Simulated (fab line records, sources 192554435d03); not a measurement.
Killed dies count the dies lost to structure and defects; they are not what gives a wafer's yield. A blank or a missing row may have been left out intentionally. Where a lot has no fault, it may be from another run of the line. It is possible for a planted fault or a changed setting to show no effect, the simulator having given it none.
fab line records ; flow n5-finfet ; part 2 of 2: steps 23 to 30 of 30
record lots=5; wafers=15; last-day=17
route steps=1938 shown TV_LITHO@1884 TV_OPEN@1887 PAD_METAL@1893 PASSIVATION@1897
lots untouched by any fault: they come from a run of this same line in which no faults occurred
start-h: the number of hours between the record's first day and the start of the first shown wafer of the lot ; wait-h: how many hours have passed since the lot's step before this one ; " unchanged from the row above ; L1.1+2: several wafers, shown together as one row ; - either no value or no given start ; * or withheld: withheld ; < > ~ a bound
route shown NAME@n: names a module that has steps shown in the file, with the first one's number in the route ; usual: mean/standard deviation taken from wafers without a fault ; same: alike in all rows ; chamber/n: place in a boat ; sites: each site's reading ; _std_site: the standard deviation of these ; _edge_site: inner sites' mean taken away from outer sites' mean ; radius-mm: for every site, how far away it sits from the centre of the wafer ; mask NAME#n: copy n ; behind: the most recent tool/chamber to have shaped the wafer ; hold: why the lot went on hold/how many hours it stayed there/how the hold came to an end ; device: the transistor (n, p or np) that didn't switch ; end of line: the tests these same wafers got at the end of their route ; a step without rows: its recipe alone ; killed: count of dies lost to structure and defects at first sort (not the wafer's yield) ; map: a wafer's dies, marking killed ones x, the rest . and places with no die _
set.NAME: the run value of the setting; set.NAME@STEP: its run value at that earlier step ; model.NAME: the simulator's own value behind a step, which no gauge read
lots at selected steps of the route; one table per step, one row per wafer
services: when a tool's chamber went out of use (start-h, in hours from the record's first day, below 0 if earlier), for how many hours, and the reason
## steps
# step N5_PASSIVATION_OVL_MEAS_63
# recipe points-per-wafer=44
# usual PAD_OVL=1/5.7
lot.wafer;tool;chamber;start-h;wait-h;PAD_OVL[nm]
L080.2;overlay-02;0;301.21;0.0;2
L080.3;overlay-02;0;301.21;0.0;4
L080.5;overlay-02;0;301.21;0.0;5
L084.4;overlay-01;0;329.94;0.0;5
L084.5;overlay-01;0;329.94;0.0;-1
L084.6;overlay-01;0;329.94;0.0;1
L089.1;overlay-02;0;355.06;0.0;-2
L089.2;overlay-02;0;355.06;0.0;6
L089.4;overlay-02;0;355.06;0.0;-1
L090.1;overlay-02;0;368.61;0.0;7
L090.3;overlay-02;0;368.61;0.0;7
L090.4;overlay-02;0;368.61;0.0;-1
L096.1;overlay-02;0;397.08;0.0;-7
L096.3;overlay-02;0;397.08;0.0;-11
L096.6;overlay-02;0;397.08;0.0;-6
# step N5_PASSIVATION_INSPECT_64
# recipe mode=adi; inspect-instrument=macro
# usual raw-defect-count=1.8/1.3
lot.wafer;tool;chamber;start-h;wait-h;raw-defect-count
L080.2;defect-inspect-02;-;301.23;0.0;4
L080.3;defect-inspect-02;-;301.23;0.0;1
L080.5;defect-inspect-02;-;301.23;0.0;1
L084.4;defect-inspect-01;-;329.96;0.0;0
L084.5;defect-inspect-01;-;329.96;0.0;6
L084.6;defect-inspect-01;-;329.96;0.0;1
L089.1;defect-inspect-02;-;355.08;0.0;2
L089.2;defect-inspect-02;-;355.08;0.0;3
L089.4;defect-inspect-02;-;355.08;0.0;3
L090.1;defect-inspect-01;-;368.63;0.0;2
L090.3;defect-inspect-01;-;368.63;0.0;1
L090.4;defect-inspect-01;-;368.63;0.0;0
L096.1;defect-inspect-01;-;397.11;0.0;2
L096.3;defect-inspect-01;-;397.11;0.0;1
L096.6;defect-inspect-01;-;397.11;0.0;3
# step N5_PASSIVATION_DESCUM_32
# recipe chemistry=O2; time-s=7.9; source-power-w=50; bias-power-w=20; pressure-mtorr=20; rf-frequency-hz=2.712e+07; temp-c=40; o2-flow-sccm=225
# usual drypump-motor-current-A=5.6/0.53; oes-product-au=0.81/0.077; rf-vpp-V=243.3/1.1; showerhead-plenum-p-Torr=2.09/0.052; throttle-valve-pct=20.34/0.19
lot.wafer;tool;chamber;start-h;wait-h;drypump-motor-current-A;oes-product-au;rf-hours-counter-h;rf-vpp-V;showerhead-plenum-p-Torr;throttle-valve-pct
L080.2;rie-diel-04;0;301.26;0.0;6.3;0.79;103;243.5;2.11;19.99
L080.3;rie-diel-04;1;301.26;0.0;5.4;0.68;241;243.6;2.06;20.65
L080.5;rie-diel-04;2;301.26;0.0;5.1;0.84;-;242.6;2.10;20.18
L084.4;rie-diel-04;3;330.14;0.2;5.5;0.74;-;242.5;2.09;20.51
L084.5;rie-diel-04;2;330.14;0.2;5.2;0.83;-;243.9;2.10;20.14
L084.6;rie-diel-04;0;330.14;0.2;6.3;0.78;-;244.4;2.11;20.00
L089.1;rie-diel-06;0;355.16;0.1;5.8;0.94;18;243.1;2.04;20.10
L089.2;rie-diel-06;2;355.16;0.1;6.1;0.77;115;241.6;2.02;20.47
L089.4;rie-diel-06;1;355.16;0.1;5.3;0.81;77;242.9;2.12;20.53
L090.1;rie-diel-02;0;368.67;0.0;5.0;0.84;57;246.2;2.21;20.35
L090.3;rie-diel-02;1;368.67;0.0;6.7;0.84;83;242.8;2.03;20.34
L090.4;rie-diel-02;3;368.67;0.0;5.9;0.82;99;244.8;2.20;20.23
L096.1;rie-diel-02;3;397.14;0.0;5.9;0.80;106;245.0;2.20;20.26
L096.3;rie-diel-02;0;397.14;0.0;5.0;0.82;68;243.3;2.21;20.38
L096.6;rie-diel-02;2;397.14;0.0;4.9;0.73;-;244.8;2.08;20.69
# step N5_PASSIVATION_AL_ETCH_33
# recipe chemistry=Cl2/BCl3; target-depth-a=28000; over-etch-frac=0.15; Cl2_flow_sccm=180; bcl3-flow-sccm=60; target=Al; stop-on=TaN; time-s=466.7; ion-energy-ev=100; pressure-mtorr=10; icp-w=900; bias-w=100
# usual bias-w=99.97/0.3; drypump-motor-current-A=6.00/0.21; oes-product-au=0.72/0.093; throttle-valve-pct=34.48/0.16
# same over-etch-frac=0.15
lot.wafer;tool;chamber;start-h;wait-h;bias-w;drypump-motor-current-A;oes-product-au;rf-hours-counter-h;throttle-valve-pct
L080.2;rie-metal-02;0;301.36;0.1;100.00;6.11;0.84;5;34.67
L080.3;rie-metal-02;0;301.36;0.1;100.19;6.13;0.85;-;34.67
L080.5;rie-metal-02;1;301.36;0.1;100.05;5.82;0.64;-;34.39
L084.4;rie-metal-02;0;330.33;0.2;99.80;6.09;0.81;-;34.71
L084.5;rie-metal-02;0;330.33;0.2;99.52;6.08;0.83;-;34.68
L084.6;rie-metal-02;1;330.33;0.2;99.92;5.82;0.64;-;34.40
L089.1;rie-metal-02;1;355.25;0.1;99.98;5.82;0.63;72;34.41
L089.2;rie-metal-02;0;355.25;0.1;100.32;6.09;0.82;11;34.69
L089.4;rie-metal-02;1;355.25;0.1;100.19;5.81;0.64;-;34.41
L090.1;rie-metal-01;0;368.75;0.1;99.97;6.41;0.66;55;34.47
L090.3;rie-metal-01;0;368.75;0.1;100.28;6.40;0.65;-;34.47
L090.4;rie-metal-01;0;368.75;0.1;99.72;6.40;0.66;-;34.49
L096.1;rie-metal-02;1;397.23;0.1;99.94;5.86;0.62;76;34.44
L096.3;rie-metal-02;0;397.23;0.1;99.92;6.06;0.79;-;34.70
L096.6;rie-metal-02;0;397.23;0.1;99.80;6.08;0.79;-;34.71
# step N5_PASSIVATION_ETCH_59
# recipe chemistry=Cl2/BCl3; target=TaN; target-depth-a=650; time-s=34.9; ion-energy-ev=100; pressure-mtorr=10; icp-w=900; bias-w=100; Cl2_flow_sccm=60; bcl3-flow-sccm=30
# usual bias-w=100.0/0.33; drypump-motor-current-A=5.99/0.21; oes-product-au=0.79/0.11; throttle-valve-pct=21.24/0.11
lot.wafer;tool;chamber;start-h;wait-h;bias-w;drypump-motor-current-A;oes-product-au;rf-hours-counter-h;throttle-valve-pct
L080.2;rie-metal-02;0;301.76;0.3;100.1;6.09;0.94;5;21.35
L080.3;rie-metal-02;0;301.76;0.3;100.2;6.13;0.94;-;21.38
L080.5;rie-metal-02;1;301.76;0.3;100.3;5.86;0.71;-;21.22
L084.4;rie-metal-02;0;330.63;0.2;100.4;6.07;0.92;-;21.36
L084.5;rie-metal-02;0;330.63;0.2;100.4;6.06;0.91;-;21.35
L084.6;rie-metal-02;1;330.63;0.2;100.1;5.83;0.71;-;21.22
L089.1;rie-metal-02;1;355.65;0.3;100.2;5.82;0.69;72;21.26
L089.2;rie-metal-02;0;355.65;0.3;100.2;6.09;0.90;11;21.37
L089.4;rie-metal-02;1;355.65;0.3;99.7;5.82;0.69;-;21.25
L090.1;rie-metal-01;0;369.56;0.7;99.9;6.37;0.72;56;21.21
L090.3;rie-metal-01;0;369.56;0.7;99.7;6.38;0.73;-;21.23
L090.4;rie-metal-01;0;369.56;0.7;99.4;6.40;0.72;-;21.25
L096.1;rie-metal-02;1;397.63;0.3;99.8;5.81;0.69;77;21.26
L096.3;rie-metal-02;0;397.63;0.3;99.4;6.10;0.87;-;21.39
L096.6;rie-metal-02;0;397.63;0.3;99.6;6.13;0.87;-;21.42
# step N5_PASSIVATION_STRIP_34
# recipe chemistry=O2; power-w=600; temp-c=60; pressure-mtorr=30; rf-frequency-hz=6e+07; bias-power-w=0; overash-fraction=2; o2-flow-sccm=225
# usual drypump-motor-current-A=5.6/0.54; oes-product-au=0.82/0.075; rf-vpp-V=3.5/1.4; showerhead-plenum-p-Torr=2.10/0.057; throttle-valve-pct=16.57/0.18
lot.wafer;tool;chamber;start-h;wait-h;drypump-motor-current-A;oes-product-au;rf-hours-counter-h;rf-vpp-V;showerhead-plenum-p-Torr;throttle-valve-pct
L080.2;rie-diel-04;0;301.88;0.1;6.2;0.77;103;3.3;2.12;16.28
L080.3;rie-diel-04;1;301.88;0.1;5.4;0.68;241;2.2;2.07;16.89
L080.5;rie-diel-04;2;301.88;0.1;5.1;0.81;-;4.6;2.11;16.38
L084.4;rie-diel-02;1;330.72;0.1;6.7;0.86;70;4.9;2.04;16.53
L084.5;rie-diel-02;0;330.72;0.1;4.9;0.87;-;4.2;2.22;16.61
L084.6;rie-diel-02;3;330.72;0.1;5.9;0.84;-;3.5;2.21;16.49
L089.1;rie-diel-06;3;355.91;0.2;5.0;0.92;38;2.2;2.05;16.55
L089.2;rie-diel-06;0;355.91;0.2;5.8;0.94;18;2.9;2.05;16.32
L089.4;rie-diel-06;1;355.91;0.2;5.3;0.79;78;3.1;2.12;16.75
L090.1;rie-diel-02;3;369.77;0.2;5.9;0.84;99;2.7;2.20;16.49
L090.3;rie-diel-02;1;369.77;0.2;6.7;0.84;83;3.4;2.04;16.58
L090.4;rie-diel-02;2;369.77;0.2;4.9;0.74;161;4.4;2.09;16.87
L096.1;rie-diel-04;0;397.75;0.1;6.2;0.74;141;3.2;2.10;16.37
L096.3;rie-diel-04;1;397.75;0.1;5.5;0.94;20;4.2;2.06;16.51
L096.6;rie-diel-04;2;397.75;0.1;5.1;0.80;-;1.3;2.10;16.41
# step N5_PASSIVATION_STRIP_51
# recipe chemistry=post-etch-residue-remover; time-s=1200; temp-c=72.5
lot.wafer;tool;chamber;start-h;wait-h
L080.2+3+5;wet-bench-01;1,4,7;301.94;-
L084.4+5+6;wet-bench-01;7,0,4;330.79;-
L089.1+2+4;wet-bench-01;0,1,6;355.98;-
L090.1+3+4;wet-bench-01;1,3,0;369.84;-
L096.1+3+6;wet-bench-01;3,2,0;397.81;-
# step N5_PASSIVATION_CLEAN_69
# recipe chemistry=IPA; time-s=180; temp-c=25
lot.wafer;tool;chamber;start-h;wait-h
L080.2+3+5;wet-bench-01;1,4,7;302.31;0.0
L084.4+5+6;wet-bench-01;7,0,4;331.15;0.0
L089.1+2+4;wet-bench-01;0,1,6;356.31;0.0
L090.1+3+4;wet-bench-01;1,3,0;370.17;0.0
L096.1+3+6;wet-bench-01;3,2,0;398.15;0.0
## services
tool;chamber;start-h;hours;kind
krf-scanner-02;-;282.30;1.0;pm
rie-diel-04;1;283.96;9.8;repair
krf-scanner-02;-;284.87;1.6;repair
rie-metal-02;-;290.93;2.8;pm
rie-diel-04;2;306.92;9.3;repair
krf-scanner-02;-;307.12;1.3;pm
krf-scanner-02;-;312.47;4.4;pm
wet-bench-01;-;319.04;0.6;repair
rie-diel-04;1;322.19;-;clean
rie-diel-04;1;322.19;-;consumable-replace:focus-ring
rie-diel-04;1;322.19;16.8;scheduled-down
rie-diel-04;1;322.19;16.8;vent-cycle
krf-scanner-01;0;333.18;-;calibration
wet-bench-04;-;334.21;1.2;repair
pvd-sputter-03;-;338.38;2.8;repair
krf-scanner-02;-;342.93;0.8;pm
rie-diel-03;1;349.49;7.0;repair
rie-diel-05;3;353.07;7.0;repair
rie-diel-02;0;360.62;1.7;repair
krf-scanner-01;-;366.07;0.8;pm
rie-diel-04;-;370.58;2.8;pm
rie-diel-02;3;381.32;10.0;repair
krf-scanner-02;-;382.01;4.0;pm
rie-diel-04;3;392.98;7.8;repair
